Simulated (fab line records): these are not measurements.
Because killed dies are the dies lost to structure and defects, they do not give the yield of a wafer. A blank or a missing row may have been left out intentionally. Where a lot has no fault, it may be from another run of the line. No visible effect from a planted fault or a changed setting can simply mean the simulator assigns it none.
A lot that was struck, set against a sound lot | flow n5 finfet | 15 out of 1938 route steps
Sound: these wafers, L635.3, L635.4, L635.6. Wafers L641.1, L641.2, L641.5 were the ones struck. At the end, the cause is stated.
At each step with rows: each side's tool, then ch and its chambers, then its first start. Under that, the readings that differ: sound wafers | struck wafers | difference of the means | sigmas: that difference in standard deviations of wafers without a fault.
alike: words and numbers the same on both sides, and readings whose means are apart by under 2 such deviations; not compared: readings that were withheld, readings missing a value for some wafer, numbers with overlapping values and no deviation given by the record, and bounds like >300 which may hide the same value.
The two part at a step that has a row with sigmas, a row that says differs or no value, or rows on one side only. Non-overlapping numbers with no deviation appear without sigmas and do not part them. A reading missing from all wafers of one side parts the sides only when that side holds two or more wafers.

first, 1 step without rows for these wafers: N5_BEOL_M9_DEVELOP_27 (develop time 30 s).
N5_BEOL_M9_CD_MEAS_28: the cd target is 70 nm.
  sound on cd sem-03 ch 0, day 10 04:05; struck on cd sem-03 ch 0, day 11 18:12
  alike: cd nm
N5_BEOL_M9_OVL_MEAS_29:
  sound on overlay-02 ch 0, day 10 04:08; struck on overlay-01 ch 0, day 11 18:14
  alike: V8_OVL
N5_BEOL_M9_INSPECT_30: inspects for defects (brightfield).
  sound: defect inspect-02 at day 10 04:10; struck: defect inspect-02 at day 11 18:17
  alike: raw defect count
N5_BEOL_M9_DESCUM_33: chemistry O2, time 7 s.
  sound on rie diel-02 ch 1,2,3, day 10 04:13; struck on rie diel-03 ch 1,2,3, day 11 18:41
  alike: chamber pressure mTorr, drypump motor current A, oes product au, rf vpp V, showerhead plenum p Torr, throttle valve pct
  not compared: rf hours counter h
then, 1 step without rows for these wafers: N5_BEOL_M9_ETCH_76 (etches underlayer in N2/H2, target depth 6.5 nm, time 5.2 s).
N5_BEOL_M9_ETCH_65: etches SiARC in CF4, target depth 15.6 nm, time 26 s.
  sound on rie diel-02 ch 1,2,3, day 10 04:16; struck on rie diel-03 ch 1,2,3, day 11 18:44
  alike: cf4 flow sccm, chamber pressure mTorr, drypump motor current A, etch rf on time s, oes product au, rf vpp V, showerhead plenum p Torr, throttle valve pct
  not compared: rf hours counter h
N5_BEOL_M9_ETCH_66: etches SOC in N2/H2, target depth 80 nm, overetch 16 nm, time 120 s.
  sound on rie diel-02 ch 1,2,3, day 10 04:17; struck on rie diel-03 ch 1,2,3, day 11 18:46
  alike: chamber pressure mTorr, drypump motor current A, oes product au, rf vpp V, showerhead plenum p Torr, throttle valve pct
  not compared: rf hours counter h
then, 2 steps without rows for these wafers: N5_BEOL_M9_STRIP_69 (strips in N2/H2); N5_BEOL_M9_STRIP_77 (strips in N2/H2).
N5_BEOL_M9_VIA_ETCH_34: etches SiCOH lowk in C4F6/O2, target depth 182.4 nm, time 68.4 s.
  sound on rie diel-02 ch 1,2,3, day 10 04:23; struck on rie diel-03 ch 1,2,3, day 11 18:52
  alike: chamber pressure mTorr, drypump motor current A, oes product au, rf vpp V, showerhead plenum p Torr, throttle valve pct
  not compared: rf hours counter h
then, 1 step without rows for these wafers: N5_BEOL_M9_STRIP_73 (strips in C4F6/O2).
N5_BEOL_M9_STRIP_36: strips in N2/H2.
  sound on rie diel-02 ch 1,2,3, day 10 04:27; struck on rie diel-03 ch 1,2,3, day 11 18:55
  reading     | sound             | struck            | difference | sigmas
  power w (W) | 450.6 449.2 450.4 | 418.4 417.8 419.8 | -31.4      | -22
  alike: chamber pressure mTorr, drypump motor current A, oes product au, rf vpp V, showerhead plenum p Torr, throttle valve pct
  not compared: rf hours counter h
N5_BEOL_M9_TRENCH_ETCH_37: etches SiCOH lowk in C4F6/O2, target depth 151.43 nm, time 49 s.
  sound on rie diel-02 ch 1,2,3; struck on rie diel-03 ch 1,2,3
  alike: chamber pressure mTorr, drypump motor current A, oes product au, rf vpp V, showerhead plenum p Torr, throttle valve pct
  not compared: rf hours counter h
following that, these wafers have no rows for 1 step: N5_PASSIVATION_PROBE_49.

## WHERE THEY PART
N5_BEOL_M9_STRIP_36 only, going by this record. Later steps at which nothing parts them and some readings are alike: N5_BEOL_M9_TRENCH_ETCH_37.

WHY: what the simulator had put in
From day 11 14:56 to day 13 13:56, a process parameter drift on rie diel-03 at N5_BEOL_M9_STRIP_36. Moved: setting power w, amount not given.
